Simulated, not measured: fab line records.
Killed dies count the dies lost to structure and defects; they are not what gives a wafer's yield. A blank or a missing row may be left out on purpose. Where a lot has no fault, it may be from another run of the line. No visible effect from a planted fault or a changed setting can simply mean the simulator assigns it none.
Which of the tools did it? + flow nandHarc + Sampling: 24 lots, 72 wafers, 2 of 1159 route steps

== WHAT EACH GAUGE READ, for each wafer ==
NHARC_P_M1_THK_MEAS_24: measures by xrf.
| lot  | measured     | on           | thkNm (nm)        |
|------|--------------|--------------|-------------------|
| L074 | day 6 05:02  | filmMetro-02 | 156.7 159.5 156.2 |
| L076 | day 6 09:52  | filmMetro-02 | 155.8 155.9 157.4 |
| L075 | day 6 10:41  | filmMetro-01 | 160.6 156.3 158.0 |
| L077 | day 7 07:11  | filmMetro-02 | 157.8 157.3 155.5 |
| L078 | day 7 07:53  | filmMetro-02 | 160.1 157.8 161.0 |
| L079 | day 7 12:25  | filmMetro-02 | 158.6 158.0 155.2 |
| L080 | day 7 13:23  | filmMetro-02 | 161.0 159.0 159.1 |
| L081 | day 7 22:04  | filmMetro-01 | 157.3 158.9 157.3 |
| L082 | day 8 02:51  | filmMetro-01 | 157.6 160.9 159.7 |
| L084 | day 8 08:16  | filmMetro-02 | 158.0 159.8 157.7 |
| L083 | day 8 08:35  | filmMetro-02 | 156.7 157.6 155.7 |
| L088 | day 9 11:29  | filmMetro-01 | 156.9 158.0 158.3 |
| L085 | day 9 12:44  | filmMetro-02 | 158.5 155.8 157.3 |
| L086 | day 9 22:30  | filmMetro-01 | 157.2 157.1 156.8 |
| L087 | day 10 03:42 | filmMetro-01 | 159.7 158.0 156.4 |
| L089 | day 10 05:58 | filmMetro-02 | 157.7 158.2 155.9 |
| L090 | day 10 06:20 | filmMetro-01 | 154.9 156.0 155.4 |
| L091 | day 10 07:02 | filmMetro-01 | 156.3 157.1 156.9 |
| L092 | day 10 16:43 | filmMetro-01 | 155.9 156.1 156.8 |
| L093 | day 10 21:53 | filmMetro-02 | 158.0 158.1 156.1 |
| L095 | day 11 01:15 | filmMetro-01 | 158.1 157.4 160.6 |
| L094 | day 11 02:03 | filmMetro-01 | 156.5 157.2 160.0 |
| L096 | day 11 15:50 | filmMetro-02 | 157.6 158.0 158.6 |
| L097 | day 12 05:08 | filmMetro-02 | 161.3 159.2 159.1 |

== EACH LOT AND THE TOOL THAT RAN IT (in order: tool; ch and the chambers of the sampled wafers; start) ==
| lot  | NHARC_P_M0_PRE_CLEAN_29                |
|------|----------------------------------------|
| L074 | pvdSputter-03, day 6 05:02 or earlier  |
| L076 | pvdSputter-02, day 6 09:52 or earlier  |
| L075 | pvdSputter-03, day 6 10:41 or earlier  |
| L077 | pvdSputter-01, day 7 07:11 or earlier  |
| L078 | pvdSputter-02, day 7 07:53 or earlier  |
| L079 | pvdSputter-02, day 7 12:25 or earlier  |
| L080 | pvdSputter-01, day 7 13:23 or earlier  |
| L081 | pvdSputter-03, day 7 22:04 or earlier  |
| L082 | pvdSputter-02, day 8 02:51 or earlier  |
| L084 | pvdSputter-03, day 8 08:16 or earlier  |
| L083 | pvdSputter-01, day 8 08:35 or earlier  |
| L088 | pvdSputter-03, day 9 11:29 or earlier  |
| L085 | pvdSputter-02, day 9 12:44 or earlier  |
| L086 | pvdSputter-03, day 9 22:30 or earlier  |
| L087 | pvdSputter-01, day 10 03:42 or earlier |
| L089 | pvdSputter-01, day 10 05:58 or earlier |
| L090 | pvdSputter-03, day 10 06:20 or earlier |
| L091 | pvdSputter-01, day 10 07:02 or earlier |
| L092 | pvdSputter-03, day 10 16:43 or earlier |
| L093 | pvdSputter-01, day 10 21:53 or earlier |
| L095 | pvdSputter-02, day 11 01:15 or earlier |
| L094 | pvdSputter-03, day 11 02:03 or earlier |
| L096 | pvdSputter-01, day 11 15:50 or earlier |
| L097 | pvdSputter-03, day 12 05:08 or earlier |
- NHARC_P_M0_PRE_CLEAN_29: time 30 s.

== WHAT THE TOOLS THEMSELVES READ (means of the sampled wafers that have a number; where no wafer has one, the mark that the record gives instead) ==
NHARC_P_M0_PRE_CLEAN_29.
| lot  | tool          | heaterPowerW (W) |
|------|---------------|------------------|
| L074 | pvdSputter-03 | 405              |
| L076 | pvdSputter-02 | 367              |
| L075 | pvdSputter-03 | 390              |
| L077 | pvdSputter-01 | 433              |
| L078 | pvdSputter-02 | 379              |
| L079 | pvdSputter-02 | 355              |
| L080 | pvdSputter-01 | 451              |
| L081 | pvdSputter-03 | 394              |
| L082 | pvdSputter-02 | 389              |
| L084 | pvdSputter-03 | 430              |
| L083 | pvdSputter-01 | 443              |
| L088 | pvdSputter-03 | 426              |
| L085 | pvdSputter-02 | 390              |
| L086 | pvdSputter-03 | 390              |
| L087 | pvdSputter-01 | 435              |
| L089 | pvdSputter-01 | 454              |
| L090 | pvdSputter-03 | 410              |
| L091 | pvdSputter-01 | 450              |
| L092 | pvdSputter-03 | 395              |
| L093 | pvdSputter-01 | 441              |
| L095 | pvdSputter-02 | 414              |
| L094 | pvdSputter-03 | 422              |
| L096 | pvdSputter-01 | 435              |
| L097 | pvdSputter-03 | 385              |

== THE ANSWER, worked out from the rows above alone ==
Rule: the usual values come from the lots themselves. The widest of any qualifying gaps counts: lots, ordered by their means at a reading, are off when they make up no more than a third of the lots, leave a main group of 4 or more, and stand apart from it by 3 or more times the standard deviation of that group's means. If all means in a main group match to the digits the tables above print for the reading, that group is not used. A lot without any number at a reading at which 4 lots or more have one is off too. Any other lot the step has rows for is counted as sound. Order of review: gauges by route order, followed by the tools' own readings, for which a lot's mean as printed above is used. The first step at which some lot is off is used, and at that step the reading that is off furthest; a lot without a number counts as furthest.
Nothing can be told from this: no lot is off at any reading shown.

== WHAT THE SIMULATOR HAD PUT IN ==
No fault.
